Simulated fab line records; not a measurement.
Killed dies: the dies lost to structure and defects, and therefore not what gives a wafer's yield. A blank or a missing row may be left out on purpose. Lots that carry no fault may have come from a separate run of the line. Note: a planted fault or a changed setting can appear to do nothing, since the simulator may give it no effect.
fab line records + flow nand_harc
record:
- lots: 12
- wafers: 36
- last_day: 24
route steps=1159 shown P_ZERO_WELL@18 P_GATE@170 END@1159
lots untouched by any fault: they come from a run of this same line in which no faults occurred
start_h: start of the lot's first displayed wafer, in hours after the record's first day + wait_h: hours elapsed since this lot's preceding step + " repeats the value in the row above + L1.1+2: a single row standing in for several wafers + - no value present, or no start provided + * or withheld: withheld + < > ~ a bound
route shown NAME@n: a module of which the file shows steps, and the number in the route of the first + usual: average and standard deviation across the fault-free wafers + same: alike in all rows + chamber/n: place in a boat + sites: per-site readings + _std_site: standard deviation across them + _edge_site: the outer-site mean with the inner-site mean subtracted + radius_mm: how far each site lies from the wafer's centre + mask NAME#n: copy n + behind: the last tool/chamber to shape the wafer + hold: what put the lot on hold/how long, in hours/how the hold closed + device: names the non-switching transistor (n, p or np) + end of line: the same wafers' tests at the end of the route + for a step that has no rows: nothing shown but its recipe + killed: dies lost to structure and defects at the first sort, not the wafer's yield + map: per-die view of a wafer (x killed, . not killed, _ where there is no die)
set.NAME: setting as actually run; set.NAME@STEP: the setting as run at that earlier step + model.NAME: the simulator's own value behind a step, which no gauge read
the route's steps for a sample of lots (tables are steps, rows are wafers)
services: the hour from which a tool's chamber was out of use, counted from the record's first day as start_h (under 0 if before that day), plus the number of hours and why
== steps ==
step: NHARC_P_ZERO_WELL_ETCH_62
recipe:
- target_depth_a: 130
- time_s: 6.5
- chf3_flow_sccm: 50
- ar_flow_sccm: 200
- rf_w: 500
- bias_w: 200
- chemistry: CHF3/Ar
usual:
- drypump_motor_current_A: 5.6/0.4
- mfc_ar_sccm: 200.0/0.58
- oes_product_au: 0.966/0.016
- rf_vpp_V: 372.4/2
- showerhead_plenum_p_Torr: 2.42/0.084
- throttle_valve_pct: 20.216/0.0094
| lot.wafer | tool        | chamber | start_h | wait_h | drypump_motor_current_A | mfc_ar_sccm | oes_product_au | rf_hours_counter_h | rf_vpp_V | showerhead_plenum_p_Torr | throttle_valve_pct |
|-----------|-------------|---------|---------|--------|-------------------------|-------------|----------------|--------------------|----------|--------------------------|--------------------|
| L255.1    | rie_diel-04 | 3       | -       | -      | 6.4                     | 200.6       | 0.925          | 6                  | 372.0    | 2.46                     | 20.200             |
| L255.2    | "           | 0       | "       | "      | 5.6                     | 200.5       | 0.931          | 5                  | 372.3    | 2.48                     | 20.216             |
| L255.6    | "           | 0       | "       | "      | 5.6                     | 200.2       | 0.936          | -                  | 373.2    | 2.48                     | 20.208             |
| L257.4    | rie_diel-04 | 2       | -       | -      | 5.5                     | 200.5       | 0.981          | 8                  | 370.6    | 2.39                     | 20.209             |
| L257.3    | "           | 3       | "       | "      | 6.4                     | 200.0       | 0.967          | 8                  | 373.2    | 2.45                     | 20.199             |
| L257.5    | "           | 1       | "       | "      | 6.0                     | 200.0       | 0.972          | -                  | 375.0    | 2.52                     | 20.223             |
| L259.3    | rie_diel-07 | 1       | -       | -      | 5.2                     | 200.4       | 0.975          | 11                 | 371.9    | 2.47                     | 20.232             |
| L259.5    | "           | 1       | "       | "      | 5.2                     | 200.5       | 0.975          | -                  | 373.1    | 2.47                     | 20.216             |
| L259.6    | "           | 2       | "       | "      | 5.8                     | 199.8       | 0.965          | -                  | 374.5    | 2.45                     | 20.213             |
| L260.1    | rie_diel-02 | 1       | -       | -      | 5.6                     | 200.4       | 0.971          | 3                  | 374.4    | 2.53                     | 20.214             |
| L260.4    | "           | 1       | "       | "      | 5.6                     | 200.7       | 0.966          | -                  | 375.7    | 2.53                     | 20.240             |
| L260.6    | "           | 2       | "       | "      | 5.7                     | 198.7       | 0.971          | -                  | 370.2    | 2.35                     | 20.238             |
| L267.3    | rie_diel-07 | 2       | -       | -      | 5.8                     | 199.6       | 0.959          | 2                  | 373.4    | 2.45                     | 20.205             |
| L267.1    | "           | 1       | "       | "      | 5.2                     | 199.7       | 0.957          | 2                  | 376.2    | 2.47                     | 20.223             |
| L267.5    | "           | 0       | "       | "      | 5.0                     | 199.7       | 0.965          | -                  | 371.8    | 2.40                     | 20.215             |
| L270.2    | rie_diel-07 | 2       | -       | -      | 5.8                     | 200.7       | 0.926          | 4                  | 372.7    | 2.45                     | 20.207             |
| L270.4    | "           | 3       | "       | "      | 5.3                     | 200.0       | 0.934          | 3                  | 367.5    | 2.20                     | 20.204             |
| L270.6    | "           | 1       | "       | "      | 5.2                     | 199.5       | 0.923          | -                  | 373.1    | 2.47                     | 20.221             |
| L271.1    | rie_diel-07 | 2       | -       | -      | 5.8                     | 200.9       | 0.982          | 4                  | 373.5    | 2.45                     | 20.239             |
| L271.3    | "           | 3       | "       | "      | 5.3                     | 200.2       | 0.985          | 4                  | 367.7    | 2.20                     | 20.225             |
| L271.6    | "           | 2       | "       | "      | 5.7                     | 200.8       | 0.974          | -                  | 372.4    | 2.45                     | 20.222             |
| L272.1    | rie_diel-07 | 3       | -       | -      | 5.3                     | 200.3       | 0.963          | 5                  | 368.6    | 2.20                     | 20.221             |
| L272.3    | "           | 1       | "       | "      | 5.2                     | 198.2       | 0.970          | 4                  | 373.8    | 2.47                     | 20.225             |
| L272.5    | "           | 3       | "       | "      | 5.3                     | 200.1       | 0.961          | -                  | 368.1    | 2.20                     | 20.225             |
| L274.3    | rie_diel-04 | 1       | -       | -      | 5.9                     | 199.6       | 0.952          | 1                  | 374.7    | 2.52                     | 20.206             |
| L274.4    | "           | 3       | "       | "      | 6.4                     | 200.5       | 0.980          | 1                  | 373.0    | 2.45                     | 20.207             |
| L274.6    | "           | 2       | "       | "      | 5.5                     | 200.6       | 0.984          | -                  | 370.5    | 2.39                     | 20.222             |
| L275.3    | rie_diel-04 | 1       | -       | -      | 6.0                     | 199.5       | 0.971          | 1                  | 374.3    | 2.52                     | 20.204             |
| L275.6    | "           | 3       | "       | "      | 6.4                     | 200.6       | 0.963          | -                  | 372.2    | 2.45                     | 20.209             |
| L275.5    | "           | 0       | "       | "      | 5.6                     | 199.8       | 0.988          | -                  | 372.9    | 2.48                     | 20.212             |
| L276.4    | rie_diel-07 | 3       | -       | -      | 5.3                     | 199.1       | 0.964          | 6                  | 367.7    | 2.20                     | 20.217             |
| L276.1    | "           | 0       | "       | "      | 5.0                     | 200.5       | 0.955          | 6                  | 371.0    | 2.40                     | 20.226             |
| L276.6    | "           | 1       | "       | "      | 5.2                     | 199.5       | 0.971          | -                  | 372.5    | 2.47                     | 20.219             |
| L277.1    | rie_diel-07 | 1       | -       | -      | 5.2                     | 198.6       | 0.952          | 7                  | 374.7    | 2.47                     | 20.217             |
| L277.2    | "           | 0       | "       | "      | 5.1                     | 199.0       | 0.964          | 7                  | 370.7    | 2.40                     | 20.214             |
| L277.6    | "           | 1       | "       | "      | 5.2                     | 199.5       | 0.963          | -                  | 374.2    | 2.47                     | 20.219             |
step: NHARC_P_ZERO_WELL_DESCUM_26
recipe:
- time_s: 3
- o2_flow_sccm: 200
- ar_flow_sccm: 0
- bias_power_w: 0
- chemistry: O2
usual:
- drypump_motor_current_A: 5.7/0.38
- mfc_ar_sccm: 0.004/0.0089
- oes_product_au: 1.005/0.0084
- rf_vpp_V: 58.0/0.92
- showerhead_plenum_p_Torr: 1.98/0.067
- throttle_valve_pct: 11.311/0.0089
| lot.wafer | tool        | chamber | start_h | wait_h | drypump_motor_current_A | mfc_ar_sccm | oes_product_au | rf_hours_counter_h | rf_vpp_V | showerhead_plenum_p_Torr | throttle_valve_pct |
|-----------|-------------|---------|---------|--------|-------------------------|-------------|----------------|--------------------|----------|--------------------------|--------------------|
| L255.1    | rie_diel-02 | 0       | 20.61   | -      | 6.3                     | 0.005       | 1.001          | 2                  | 58.7     | 1.94                     | 11.308             |
| L255.2    | "           | 1       | "       | "      | 5.7                     | 0           | 1.003          | 2                  | 59.4     | 2.07                     | 11.302             |
| L255.6    | "           | 0       | "       | "      | 6.3                     | 0.005       | 1.010          | -                  | 57.4     | 1.94                     | 11.318             |
| L257.3    | rie_diel-07 | 3       | 32.64   | -      | 5.3                     | 0           | 1.002          | 12                 | 56.6     | 1.79                     | 11.312             |
| L257.5    | "           | 1       | "       | "      | 5.2                     | 0           | 0.998          | -                  | 59.7     | 2.02                     | 11.307             |
| L257.4    | "           | 2       | "       | "      | 5.8                     | 0           | 1.005          | -                  | 60.1     | 2.00                     | 11.316             |
| L259.3    | rie_diel-04 | 1       | 44.78   | -      | 6.0                     | 0           | 0.992          | 8                  | 59.1     | 2.06                     | 11.303             |
| L259.5    | "           | 3       | "       | "      | 6.4                     | 0.010       | 1.005          | -                  | 58.7     | 2.01                     | 11.310             |
| L259.6    | "           | 0       | "       | "      | 5.6                     | 0.038       | 0.999          | -                  | 58.1     | 2.03                     | 11.309             |
| L260.1    | rie_diel-02 | 1       | 50.68   | -      | 5.6                     | 0           | 1.011          | 3                  | 59.7     | 2.07                     | 11.317             |
| L260.6    | "           | 2       | "       | "      | 5.6                     | 0.008       | 1.004          | -                  | 57.2     | 1.92                     | 11.301             |
| L260.4    | "           | 0       | "       | "      | 6.3                     | 0.005       | 1.009          | -                  | 58.6     | 1.94                     | 11.308             |
| L267.1    | rie_diel-02 | 1       | 92.66   | -      | 5.6                     | 0           | 1.019          | 6                  | 59.0     | 2.07                     | 11.308             |
| L267.3    | "           | 2       | "       | "      | 5.6                     | 0.008       | 0.995          | 8                  | 59.6     | 1.92                     | 11.291             |
| L267.5    | "           | 2       | "       | "      | 5.6                     | 0.008       | 1.002          | -                  | 57.9     | 1.92                     | 11.314             |
| L270.2    | rie_diel-04 | 3       | 110.65  | -      | 6.4                     | 0.010       | 1.011          | 13                 | 58.9     | 2.01                     | 11.307             |
| L270.4    | "           | 0       | "       | "      | 5.6                     | 0.038       | 1.014          | 11                 | 58.4     | 2.03                     | 11.310             |
| L270.6    | "           | 2       | "       | "      | 5.5                     | 0           | 1.007          | -                  | 58.7     | 1.95                     | 11.311             |
| L271.3    | rie_diel-07 | 0       | 116.61  | -      | 5.1                     | 0           | 0.997          | 3                  | 56.4     | 1.96                     | 11.298             |
| L271.1    | "           | 1       | "       | "      | 5.2                     | 0           | 0.993          | 3                  | 57.6     | 2.02                     | 11.309             |
| L271.6    | "           | 1       | "       | "      | 5.2                     | 0           | 0.989          | -                  | 58.6     | 2.02                     | 11.310             |
| L272.3    | rie_diel-02 | 2       | 122.80  | -      | 5.7                     | 0.008       | 1.007          | 9                  | 57.4     | 1.92                     | 11.324             |
| L272.1    | "           | 0       | "       | "      | 6.3                     | 0.005       | 1.019          | 8                  | 57.5     | 1.94                     | 11.312             |
| L272.5    | "           | 1       | "       | "      | 5.6                     | 0           | 1.013          | -                  | 59.4     | 2.07                     | 11.314             |
| L274.4    | rie_diel-02 | 0       | 135.00  | -      | 6.3                     | 0.005       | 1.013          | 9                  | 58.3     | 1.94                     | 11.313             |
| L274.3    | "           | 3       | "       | "      | 5.4                     | 0           | 1.012          | 8                  | 58.3     | 1.99                     | 11.323             |
| L274.6    | "           | 0       | "       | "      | 6.3                     | 0.005       | 1.014          | -                  | 56.6     | 1.94                     | 11.331             |
| L275.3    | rie_diel-04 | 2       | 140.79  | -      | 5.5                     | 0           | 0.996          | 1                  | 55.6     | 1.95                     | 11.294             |
| L275.5    | "           | 3       | "       | "      | 6.4                     | 0.010       | 1.011          | -                  | 57.6     | 2.01                     | 11.309             |
| L275.6    | "           | 0       | "       | "      | 5.6                     | 0.038       | 0.995          | -                  | 59.8     | 2.03                     | 11.296             |
| L276.4    | rie_diel-02 | 3       | 146.77  | -      | 5.4                     | 0           | 1.020          | 9                  | 57.5     | 1.99                     | 11.306             |
| L276.1    | "           | 1       | "       | "      | 5.6                     | 0           | 1.016          | 9                  | 57.6     | 2.07                     | 11.301             |
| L276.6    | "           | 3       | "       | "      | 5.4                     | 0           | 0.995          | -                  | 57.2     | 1.99                     | 11.317             |
| L277.2    | rie_diel-07 | 1       | 152.64  | -      | 5.2                     | 0           | 0.990          | 7                  | 58.0     | 2.02                     | 11.308             |
| L277.1    | "           | 3       | "       | "      | 5.3                     | 0           | 0.994          | 7                  | 58.6     | 1.79                     | 11.301             |
| L277.6    | "           | 0       | "       | "      | 5.1                     | 0           | 1.002          | -                  | 58.2     | 1.96                     | 11.312             |
step: NHARC_P_ZERO_WELL_IMPLANT_61
recipe:
- energy_kev: 30
- dose_cm2: 5e+11
- tilt_deg: 7
usual:
- beam_energy_keV: 30.003/0.0087
- beam_on_s: 10.00/0.22
| lot.wafer | tool         | chamber | start_h | wait_h | beam_energy_keV | beam_on_s |
|-----------|--------------|---------|---------|--------|-----------------|-----------|
| L255.1    | implanter-01 | 0       | 23.97   | 0.1    | 30.020          | 10.24     |
| L255.2    | "            | 0       | "       | "      | 30.005          | 9.88      |
| L255.6    | "            | 0       | "       | "      | 30.005          | 10.27     |
| L257.3    | implanter-01 | 0       | 36.25   | 0.1    | 30.014          | 9.90      |
| L257.4    | "            | 0       | "       | "      | 30.004          | 9.76      |
| L257.5    | "            | 0       | "       | "      | 30.006          | 9.66      |
| L259.3    | implanter-01 | 0       | 48.34   | 0.2    | 29.996          | 9.81      |
| L259.5    | "            | 0       | "       | "      | 30.000          | 9.83      |
| L259.6    | "            | 0       | "       | "      | 29.997          | 9.61      |
| L260.1    | implanter-02 | 0       | 54.36   | 0.2    | 29.992          | 9.97      |
| L260.4    | "            | 0       | "       | "      | 30.003          | 10.15     |
| L260.6    | "            | 0       | "       | "      | 30.002          | 9.96      |
| L267.1    | implanter-01 | 0       | 96.31   | 0.1    | 30.001          | 10.04     |
| L267.3    | "            | 0       | "       | "      | 30.004          | 9.92      |
| L267.5    | "            | 0       | "       | "      | 30.017          | 9.87      |
| L270.2    | implanter-02 | 0       | 114.02  | 0.2    | 30.000          | 9.98      |
| L270.4    | "            | 0       | "       | "      | 30.003          | 10.02     |
| L270.6    | "            | 0       | "       | "      | 29.994          | 10.37     |
| L271.1    | implanter-02 | -       | 120.22  | 0.1    | -               | -         |
| L271.3    | "            | -       | "       | "      | -               | -         |
| L271.6    | "            | -       | "       | "      | -               | -         |
| L272.1    | implanter-01 | -       | 126.30  | 0.2    | -               | -         |
| L272.3    | "            | -       | "       | "      | -               | -         |
| L272.5    | "            | -       | "       | "      | -               | -         |
| L274.3    | implanter-01 | 0       | 138.66  | 0.2    | 29.998          | 9.49      |
| L274.4    | "            | 0       | "       | "      | 30.003          | 10.09     |
| L274.6    | "            | 0       | "       | "      | 30.011          | 9.79      |
| L275.3    | implanter-01 | 0       | 144.30  | 0.1    | 30.012          | 9.95      |
| L275.5    | "            | 0       | "       | "      | 30.011          | 9.92      |
| L275.6    | "            | 0       | "       | "      | 30.014          | 9.93      |
| L276.1    | implanter-01 | 0       | 150.25  | 0.2    | 29.993          | 10.17     |
| L276.4    | "            | 0       | "       | "      | 30.006          | 9.75      |
| L276.6    | "            | 0       | "       | "      | 29.998          | 9.83      |
| L277.1    | implanter-02 | 0       | 156.36  | 0.2    | 30.002          | 10.17     |
| L277.2    | "            | 0       | "       | "      | 30.002          | 9.83      |
| L277.6    | "            | 0       | "       | "      | 30.013          | 10.24     |
step: NHARC_P_GATE_CD_MEAS_46
recipe:
- target_cd_nm: 720
- landing_energy_ev: 500
usual:
- cd_nm: 719.3/1.5
| lot.wafer | tool      | chamber | start_h | wait_h | cd_nm |
|-----------|-----------|---------|---------|--------|-------|
| L255.1    | cd_sem-02 | 0       | 104.04  | -      | 722.2 |
| L255.2    | "         | 0       | "       | "      | 718.7 |
| L255.6    | "         | 0       | "       | "      | 716.8 |
| L257.3    | cd_sem-02 | 0       | 118.62  | -      | 716.7 |
| L257.4    | "         | 0       | "       | "      | 719.7 |
| L257.5    | "         | 0       | "       | "      | 719.8 |
| L259.3    | cd_sem-01 | 0       | 135.11  | -      | 720.6 |
| L259.5    | "         | 0       | "       | "      | 721.0 |
| L259.6    | "         | 0       | "       | "      | 721.1 |
| L260.1    | cd_sem-02 | 0       | 139.13  | -      | 719.5 |
| L260.4    | "         | 0       | "       | "      | 719.5 |
| L260.6    | "         | 0       | "       | "      | 720.1 |
| L267.1    | cd_sem-03 | 0       | 181.86  | -      | 721.1 |
| L267.3    | "         | 0       | "       | "      | 720.1 |
| L267.5    | "         | 0       | "       | "      | 717.8 |
| L270.2    | cd_sem-02 | 0       | 199.80  | -      | 717.5 |
| L270.4    | "         | 0       | "       | "      | 718.4 |
| L270.6    | "         | 0       | "       | "      | 718.2 |
| L275.3    | cd_sem-03 | 0       | 221.86  | -      | 720.5 |
| L275.5    | "         | 0       | "       | "      | 719.9 |
| L275.6    | "         | 0       | "       | "      | 718.4 |
| L274.3    | cd_sem-02 | 0       | 222.04  | -      | 715.2 |
| L274.4    | "         | 0       | "       | "      | 716.0 |
| L274.6    | "         | 0       | "       | "      | 719.6 |
| L276.1    | cd_sem-03 | 0       | 238.08  | -      | 718.4 |
| L276.4    | "         | 0       | "       | "      | 718.4 |
| L276.6    | "         | 0       | "       | "      | 715.7 |
| L277.1    | cd_sem-02 | 0       | 238.27  | -      | 716.7 |
| L277.2    | "         | 0       | "       | "      | 720.2 |
| L277.6    | "         | 0       | "       | "      | 717.3 |
step: NHARC_END_SORT_01
recipe:
- temp_c: 25
usual:
- killed_at_array: 29/8.4
- killed_at_other: 0.7/1.2
- killed_at_periphery: 3.8/2.1
- killed_dies: 33/9
- killed_open: 3.4/2
- killed_short: 2.1/1.4
same:
- gross_dies: 677
| lot.wafer | tool      | chamber | start_h | wait_h | hold                   | killed_at_array | killed_at_other | killed_at_periphery | killed_dies | killed_open | killed_short |
|-----------|-----------|---------|---------|--------|------------------------|-----------------|-----------------|---------------------|-------------|-------------|--------------|
| L259.3    | prober-02 | 0       | 504.86  | 3.1    | -                      | 15              | 0               | 1                   | 16          | 2           | 0            |
| L259.5    | prober-02 | 0       | 506.47  | 3.7    | -                      | 21              | 0               | 2                   | 23          | 0           | 4            |
| L259.6    | prober-02 | 0       | 507.28  | 4.0    | -                      | 12              | 0               | 3                   | 15          | 5           | 2            |
| L267.1    | prober-01 | 0       | 518.95  | 2.5    | -                      | 21              | 0               | 5                   | 26          | 4           | 3            |
| L267.3    | prober-01 | 0       | 520.55  | 3.1    | -                      | 32              | 0               | 3                   | 35          | 2           | 3            |
| L267.5    | prober-01 | 0       | 522.15  | 3.7    | -                      | 33              | 1               | 5                   | 39          | 3           | 2            |
| L271.1    | prober-01 | 0       | 542.48  | 2.5    | await_dispo/2.8h/scrap | 32              | 0               | 645                 | 677         | 6           | 2            |
| L271.3    | prober-01 | 0       | 544.08  | 3.1    | await_dispo/2.8h/scrap | 26              | 4               | 647                 | 677         | 1           | 1            |
| L271.6    | prober-01 | 0       | 546.48  | 4.0    | await_dispo/2.8h/scrap | 29              | 3               | 645                 | 677         | 4           | 2            |
| L270.2    | prober-02 | 0       | 543.06  | 2.8    | -                      | 16              | 6               | 3                   | 25          | 4           | 0            |
| L270.4    | prober-02 | 0       | 544.64  | 3.4    | -                      | 16              | 7               | 2                   | 25          | 6           | 2            |
| L270.6    | prober-02 | 0       | 546.22  | 4.0    | -                      | 19              | 1               | 5                   | 25          | 4           | 3            |
| L272.3    | prober-01 | 0       | 551.88  | 3.1    | await_dispo/3.0h/scrap | 45              | 1               | 631                 | 677         | 3           | 1            |
| L272.5    | prober-01 | 0       | 553.50  | 3.7    | await_dispo/3.0h/scrap | 50              | 0               | 627                 | 677         | 4           | 1            |
| L274.3    | prober-02 | 0       | 559.32  | 3.1    | -                      | 35              | 0               | 4                   | 39          | 2           | 3            |
| L274.4    | prober-02 | 0       | 560.10  | 3.4    | -                      | 41              | 0               | 5                   | 46          | 5           | 2            |
| L274.6    | prober-02 | 0       | 561.68  | 3.9    | -                      | 35              | 0               | 1                   | 36          | 2           | 2            |
| L275.3    | prober-01 | 0       | 559.69  | 3.1    | -                      | 40              | 1               | 8                   | 49          | 2           | 5            |
| L275.5    | prober-01 | 0       | 561.28  | 3.7    | -                      | 33              | 1               | 4                   | 38          | 4           | 2            |
| L275.6    | prober-01 | 0       | 562.08  | 4.0    | -                      | 35              | 1               | 7                   | 43          | 4           | 3            |
killed by level:class
L259.3 A_CHANNEL_HOLE_D1:chamber_film_flake=6 A_CONTACT:chamber_film_flake=4 A_STAIRCASE:chamber_film_flake=2 P_CONTACT:geometric_particle:open=1 A_BLC:geometric_particle:open=1 A_ZERO_WELL:chamber_film_flake=1 A_CHANNEL_FILL_D1:chamber_film_flake=1
L259.5 A_CHANNEL_HOLE_D1:chamber_film_flake=8 A_ONON_D1:geometric_particle:short=4 A_STAIRCASE:chamber_film_flake=4 A_CONTACT:chamber_film_flake=3 P_STI:chamber_film_flake=2 A_ZERO_WELL:chamber_film_flake=2
L259.6 A_CHANNEL_HOLE_D1:chamber_film_flake=4 P_CONTACT:geometric_particle:open=2 A_CONTACT:chamber_film_flake=2 P_STI:geometric_particle:open=1 A_ONON_D1:geometric_particle:short=1 A_CHANNEL_FILL_D1:geometric_particle:short=1 A_CONTACT:geometric_particle:open=1 A_BLC:geometric_particle:open=1
L267.1 A_SLIT:chamber_film_flake=11 A_STAIRCASE:chamber_film_flake=4 A_CHANNEL_HOLE_D1:chamber_film_flake=3 P_CONTACT:geometric_particle:open=2 P_STI:geometric_particle:open=1 P_GATE:geometric_particle:short=1 P_M0:geometric_particle:open=1 A_CHANNEL_FILL_D1:geometric_particle:short=1
L267.3 A_SLIT:chamber_film_flake=10 A_CHANNEL_HOLE_D1:chamber_film_flake=7 A_STAIRCASE:chamber_film_flake=7 A_WL_FILL:chamber_film_flake=2 P_CONTACT:geometric_particle:short=1 A_CHANNEL_HOLE_D1:geometric_particle:short=1 A_WL_FILL:geometric_particle:open=1 A_M0:geometric_particle:open=1
L267.5 A_SLIT:chamber_film_flake=13 A_STAIRCASE:chamber_film_flake=10 A_CHANNEL_HOLE_D1:chamber_film_flake=5 P_CONTACT:geometric_particle:open=2 A_WL_FILL:geometric_particle:short=2 P_GATE:chamber_film_flake=2 A_CONTACT:chamber_film_flake=2 A_CHANNEL_FILL_D1:geometric_particle:open=1
L271.1 P_ZERO_WELL:area_implant=640 A_CHANNEL_HOLE_D1:chamber_film_flake=20 A_ONON_D1:geometric_particle:open=2 A_CONTACT:geometric_particle:open=2 P_STI:chamber_film_flake=2 A_CONTACT:chamber_film_flake=2 A_BLC:chamber_film_flake=2 P_GATE:geometric_particle:short=1
L270.2 A_CHANNEL_HOLE_D1:chamber_film_flake=6 A_WL_FILL:chamber_film_flake=4 THIN_TSV:chamber_film_flake=4 A_CONTACT:chamber_film_flake=3 A_CHANNEL_FILL_D1:geometric_particle:open=2 HYBRID_BOND:chamber_film_flake=2 P_M0:geometric_particle:open=1 P_M2:geometric_particle:open=1
L271.3 P_ZERO_WELL:area_implant=644 A_CHANNEL_HOLE_D1:chamber_film_flake=17 A_CONTACT:chamber_film_flake=4 THIN_TSV:chamber_film_flake=4 P_GATE:chamber_film_flake=2 A_ZERO_WELL:chamber_film_flake=2 A_CONTACT:geometric_particle:open=1 A_M0:geometric_particle:short=1
L270.4 THIN_TSV:chamber_film_flake=6 A_CONTACT:geometric_particle:open=3 A_CONTACT:chamber_film_flake=3 A_CONTACT:geometric_particle:short=2 A_M1:geometric_particle:open=2 A_CHANNEL_HOLE_D1:chamber_film_flake=2 A_WL_FILL:geometric_particle:open=1 P_GATE:chamber_film_flake=1
L270.6 A_CHANNEL_HOLE_D1:chamber_film_flake=7 A_WL_FILL:chamber_film_flake=4 A_CONTACT:chamber_film_flake=3 A_ONON_D1:geometric_particle:short=2 A_CONTACT:geometric_particle:open=2 P_GATE:chamber_film_flake=2 P_M0:geometric_particle:short=1 P_M0:geometric_particle:open=1
L271.6 P_ZERO_WELL:area_implant=641 A_CHANNEL_HOLE_D1:chamber_film_flake=20 THIN_TSV:chamber_film_flake=3 A_WL_FILL:geometric_particle:short=2 A_SLIT:chamber_film_flake=2 A_CONTACT:chamber_film_flake=2 P_CONTACT:geometric_particle:open=1 P_M2:geometric_particle:open=1
L272.3 P_ZERO_WELL:area_implant=627 A_CHANNEL_HOLE_D1:chamber_film_flake=20 A_SLIT:chamber_film_flake=16 A_CONTACT:chamber_film_flake=5 P_GATE:chamber_film_flake=2 A_STAIRCASE:chamber_film_flake=2 P_CONTACT:geometric_particle:open=1 A_ONON_D1:geometric_particle:open=1
L272.5 P_ZERO_WELL:area_implant=624 A_CHANNEL_HOLE_D1:chamber_film_flake=20 A_SLIT:chamber_film_flake=18 A_CONTACT:chamber_film_flake=5 A_STAIRCASE:chamber_film_flake=4 A_M1:geometric_particle:open=2 P_GATE:geometric_particle:short=1 P_CONTACT:geometric_particle:open=1
L274.3 A_CHANNEL_HOLE_D1:chamber_film_flake=19 A_CONTACT:chamber_film_flake=9 A_WL_FILL:chamber_film_flake=2 A_BLC:chamber_film_flake=2 P_STI:geometric_particle:short=1 P_M0:geometric_particle:open=1 P_M0:geometric_particle:short=1 A_WL_FILL:geometric_particle:short=1
L275.3 A_SLIT:chamber_film_flake=20 A_CHANNEL_HOLE_D1:chamber_film_flake=14 P_ZERO_WELL:chamber_film_flake=2 P_GATE:chamber_film_flake=2 A_CONTACT:chamber_film_flake=2 P_CONTACT:geometric_particle:short=1 P_M1:geometric_particle:short=1 P_BONDPAD:geometric_particle:short=1
L274.4 A_CHANNEL_HOLE_D1:chamber_film_flake=20 A_CONTACT:chamber_film_flake=7 P_GATE:chamber_film_flake=4 A_STAIRCASE:chamber_film_flake=4 A_CONTACT:geometric_particle:open=3 A_WL_FILL:geometric_particle:short=2 P_GATE:geometric_particle:open=1 A_CHANNEL_FILL_D1:geometric_particle:open=1
L275.5 A_SLIT:chamber_film_flake=17 A_CHANNEL_HOLE_D1:chamber_film_flake=7 A_CONTACT:chamber_film_flake=3 P_CONTACT:geometric_particle:short=1 P_CONTACT:geometric_particle:open=1 A_CHANNEL_FILL_D1:geometric_particle:short=1 A_STAIRCASE:geometric_particle:open=1 A_SGD_CUT:geometric_particle:open=1
L274.6 A_CHANNEL_HOLE_D1:chamber_film_flake=20 A_STAIRCASE:chamber_film_flake=5 A_CONTACT:chamber_film_flake=5 A_BLC:chamber_film_flake=2 P_M2:geometric_particle:open=1 A_CHANNEL_FILL_D1:geometric_particle:open=1 A_WL_FILL:geometric_particle:short=1 A_CONTACT:geometric_particle:short=1
L275.6 A_SLIT:chamber_film_flake=21 A_CHANNEL_HOLE_D1:chamber_film_flake=8 P_CONTACT:geometric_particle:open=2 P_GATE:chamber_film_flake=2 A_CONTACT:chamber_film_flake=2 P_GATE:geometric_particle:open=1 P_M0:geometric_particle:open=1 A_ONON_D1:geometric_particle:short=1
== services ==
| tool         | chamber | start_h | hours | kind   |
|--------------|---------|---------|-------|--------|
| implanter-01 | -       | 5.03    | 2.6   | repair |
| rie_diel-07  | 0       | 5.70    | -     | clean  |
| rie_diel-07  | 1       | 5.70    | -     | clean  |
| rie_diel-07  | 2       | 5.70    | -     | clean  |
| rie_diel-07  | 3       | 5.70    | -     | clean  |
| rie_diel-07  | 3       | 13.70   | 9.6   | repair |
| rie_diel-07  | 0       | 30.20   | -     | clean  |
| rie_diel-07  | 1       | 30.20   | -     | clean  |
| rie_diel-07  | 2       | 30.20   | -     | clean  |
| rie_diel-07  | 3       | 30.20   | -     | clean  |
| rie_diel-07  | 0       | 31.15   | 6.9   | repair |
| rie_diel-02  | 1       | 35.48   | 9.8   | repair |
| rie_diel-04  | 0       | 45.29   | 1.6   | repair |
| rie_diel-07  | -       | 45.59   | 0.4   | repair |
| rie_diel-02  | 3       | 49.10   | 18.8  | repair |
| rie_diel-07  | -       | 51.20   | 9.0   | pm     |
| implanter-02 | -       | 85.00   | 13.0  | pm     |
| rie_diel-07  | 3       | 90.14   | 4.6   | repair |
| rie_diel-07  | 1       | 94.74   | 4.8   | repair |
| rie_diel-04  | -       | 111.98  | 9.0   | pm     |
| implanter-02 | -       | 135.79  | 1.0   | repair |
| rie_diel-02  | 0       | 150.86  | 5.7   | repair |
| rie_diel-02  | -       | 150.93  | 9.0   | pm     |
| rie_diel-04  | -       | 152.04  | 2.6   | repair |
== key ==
first_sign:
- step: NHARC_P_ZERO_WELL_IMPLANT_61
- reading: tool_record
- direction: missing
effect:
- step: NHARC_END_SORT_01
- reading: killed_at_periphery
- direction: up
- sigmas: 99+
- usual: 3.8
- struck: 639
more_kills_born_at:
- NHARC_P_ZERO_WELL_IMPLANT_61@implanter-02: 1925
- NHARC_P_ZERO_WELL_IMPLANT_61@implanter-01: 1251
met_at NHARC_P_ZERO_WELL_IMPLANT_61
struck_lots L271,L272
rows_end L272.1
later_rows_left_out L271.1,L271.3,L271.6,L272.3,L272.5
tester_left_out L271,L272
not_acting_at NHARC_P_ZERO_WELL_ETCH_62,NHARC_P_ZERO_WELL_DESCUM_26,NHARC_P_GATE_CD_MEAS_46
onset_between 114.02 120.22
fault:
- kind: skipped_step_whole
- tool: implanter-01,implanter-02
- chamber: -
- onset_h: 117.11
- steps: NHARC_P_ZERO_WELL_IMPLANT_61
- scope: struck_lots_only
tester_left_out: of these lots the tester's yield and bins aren't shown, on N5 and GAA mostly nor the transistor test; their killed dies are dies lost to structure and defects alone, not to doping, threshold or leakage, so they don't give the yield
later_rows_left_out: the simulator's readings of these wafers behind a module that went badly wrong aren't trusted and aren't shown, but for the sort
rows_end: these wafers met a further fault down the route, and their rows from its step on are left out
